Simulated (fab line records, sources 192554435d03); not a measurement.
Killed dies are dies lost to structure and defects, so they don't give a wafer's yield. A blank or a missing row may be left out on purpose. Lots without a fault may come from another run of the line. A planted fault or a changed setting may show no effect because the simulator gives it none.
A struck lot beside a sound one | flow n5_finfet | 40 steps out of a route of 1938
Sound: wafers L118.1, L118.2, L118.3. Struck: wafers L104.2, L104.4. (L104.3 of the same lot was not struck and is left out.) The cause comes at the end.
At each step with rows: each side's tool, then ch and its chambers, then its first start. Under that, the readings that differ: sound wafers | struck wafers | difference of the means | sigmas: that difference in standard deviations of wafers without a fault.
alike: readings whose means differ by less than 2 such deviations, and words and numbers that are the same on both sides. not compared: withheld readings, readings that some wafer has no value for, bounds like >300 that may hide the same value, and numbers for which the record gives no deviation and whose values overlap.
The two part at a step that has a row with sigmas, a row that says differs or no value, or rows on one side only. Numbers that don't overlap but have no deviation are shown without sigmas and don't part them. A reading that every wafer of one side lacks parts them only if that side has two wafers or more.

first, 11 steps without rows for these wafers: N5_HKMG_FIN_STRIP_60 (strips in N2/H2, time 360 s); N5_HKMG_FIN_WET_ETCH_77 (etches La2O3 in dHCl, stops on HfO2, target depth 2 nm); N5_HKMG_FIN_WET_ETCH_78 (etches Al2O3 in dNH4OH, stops on La2O3, target depth 4.5 nm, rinse time 30 s); N5_HKMG_FIN_ALD_79 (deposits TiN, target thk 1.5 nm, pulse time 1 s, purge time 3 s); N5_HKMG_FIN_CVD_62 (deposits a-Si from Si2H6, target thk 3 nm, time 20.8 s); N5_HKMG_FIN_RTA_80 (time 2 s); N5_HKMG_FIN_PRECLEAN_64 (cleans in dHF, time 30 s); N5_HKMG_FIN_WET_ETCH_65 (etches a-Si in TMAH, stops on TiN, time 49 s, target depth 3 nm); N5_HKMG_FIN_WET_ETCH_81 (etches TiN in SC1, stops on HfO2, time 57 s, target depth 6 nm); N5_HKMG_FIN_WET_ETCH_82 (etches La2O3 in dHCl, stops on HfO2, target depth 2 nm, rinse time 30 s); N5_HKMG_FIN_ALD_36 (deposits TiN, target thk 1 nm, pulse time 1 s, purge time 3 s).
N5_HKMG_FIN_PWFM_ALD_03: deposits TiN, target thk 2 nm, pulse time 1 s, purge time 3 s.
  sound on ald_metal-04 ch 0,1,3, day 8 14:45; struck on ald_metal-02 ch 0,3, day 5 02:46
  reading                                       | sound                | struck  | difference                    | sigmas
  ald_cycles                                    | 91 91 91             | 69 69   | -22                           |
  susceptor_temp_C (C)                          | 399.58 400.28 400.03 | - -     | no value on the struck wafers |
  model.TiN_of_HKMG_FIN_PWFM_ALD_03.thk_nm (nm) | 2 2 2                | 1.6 1.6 | -0.4                          |
  alike: chamber_pressure_Torr, heater_power_outer_w, heater_power_w, precursor_pulse_height_rel
then, 26 steps without rows for these wafers: N5_HKMG_FIN_COAT_29 (time 60 s, resist thk 300 nm); N5_HKMG_FIN_COAT_30 (time 60 s, resist thk 35 nm); N5_HKMG_FIN_COAT_06 (resist thk 90 nm); N5_HKMG_FIN_EBR_08; N5_HKMG_FIN_SOFTBAKE_07 (time 60 s); N5_HKMG_FIN_EXPOSE_09 (exposes mask NWFM); N5_HKMG_FIN_PEB_10 (peb time 60 s); N5_HKMG_FIN_DEVELOP_11 (develop time 30 s); N5_HKMG_FIN_DESCUM_17 (chemistry O2, time 7.9 s); N5_HKMG_FIN_ETCH_31 (etches SiARC in CF4, target depth 45.5 nm, time 75.8 s); N5_HKMG_FIN_ETCH_32 (etches SOC in N2/H2, target depth 240 nm, time 300 s); N5_HKMG_FIN_STRIP_33 (strips in N2/H2); N5_HKMG_FIN_STRIP_34 (strips in CF4); N5_HKMG_FIN_ETCH_35 (etches SOC in N2/H2, target depth 215.8 nm, time 243.4 s); N5_HKMG_FIN_STRIP_92 (strips SOC in N2/H2, time 20 s); N5_HKMG_FIN_WET_ETCH_18 (etches TiN in SC1, time 55 s, target depth 5.2 nm, rinse time 30 s); N5_HKMG_FIN_STRIP_19 (strips in N2/H2, time 360 s); N5_HKMG_FIN_ALD_91 (deposits TiN, target thk 1 nm, pulse time 1 s, purge time 3 s); N5_HKMG_FIN_COAT_85 (time 60 s, resist thk 300 nm); N5_HKMG_FIN_ETCH_86 (etches SOC in N2/H2, stops on TiN, target depth 393.2 nm); N5_HKMG_FIN_STRIP_89 (strips SOC in N2/H2, time 20 s); N5_HKMG_FIN_WET_ETCH_87 (etches TiN in SC1, time 154.2 s, target depth 4.7 nm, rinse time 30 s); N5_HKMG_FIN_STRIP_88 (strips in N2/H2, time 360 s); N5_HKMG_FIN_NWFM_ALD_20 (deposits TiAlC, target thk 2 nm, pulse time 3 s, purge time 2 s); N5_HKMG_FIN_ALD_71 (deposits TiN, target thk 1 nm, pulse time 1 s, purge time 3 s); N5_HKMG_FIN_COAT_66 (time 60 s, resist thk 300 nm).
-- the record jumps here: 4 days lie between the struck wafers' starts before and after (it left off in module HKMG_FIN and takes up again in module BEOL_M4, whose first step shown is number 1111 of the route) --
N5_BEOL_M4_RC_MEAS_101:
  sound on prober-01 ch 0, day 12 22:49; struck on prober-01 ch 0, day 9 13:08
  reading             | sound                    | struck        | difference | sigmas
  DIBL_P (mV/V)       | 36.6 39.0 36.9           | 32.8 31.9     | -5.2       | -2
  IOFF_P (nA/um)      | 0.20 0.24 0.21           | 0.09 0.08     | -0.13      | -4
  IOFF_P_85C (nA/um)  | 3.6 4.1 3.6              | 1.7 1.6       | -2.1       | -4
  IOFF_P_LIN (nA/um)  | 0.097 0.106 0.098        | 0.043 0.041   | -0.058     | -4
  IOFF_P_LONG (nA/um) | 0.000106 0.0001 0.000103 | 7.1e-05 8e-05 | -2.7e-05   | -3
  ION_N (uA/um)       | 692 691 673              | 652 658       | -30        | -2
  ION_P (uA/um)       | 476 469 461              | 419 427       | -46        | -6
  VT_P (mV)           | -251 -248 -250           | -272 -274     | -23        | -7
  VT_P_LONG (mV)      | -275.7 -276.4 -275.4     | -290.5 -293.7 | -16.3      | -6
  VT_P_LVT (mV)       | -98.0 -97.6 -99.1        | -120.2 -120.9 | -22.3      | -8
  alike: DIBL_N, IOFF_N, SS_N, SS_P, VT_N
-- the record jumps here: 5 days lie between the struck wafers' starts before and after (it left off in module BEOL_M4 and takes up again in module PASSIVATION, whose first step shown is number 1936 of the route) --
N5_PASSIVATION_PROBE_49:
  the record has rows for the struck wafers here (prober-02, day 14 10:20) and none for the sound ones

WHERE THEY PART
First at N5_HKMG_FIN_PWFM_ALD_03; last, within this record, at N5_PASSIVATION_PROBE_49.

WHY: what the simulator had put in
Process parameter drift: ald_metal-02, from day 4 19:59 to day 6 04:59, at N5_HKMG_FIN_PWFM_ALD_03. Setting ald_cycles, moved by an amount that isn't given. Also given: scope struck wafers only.
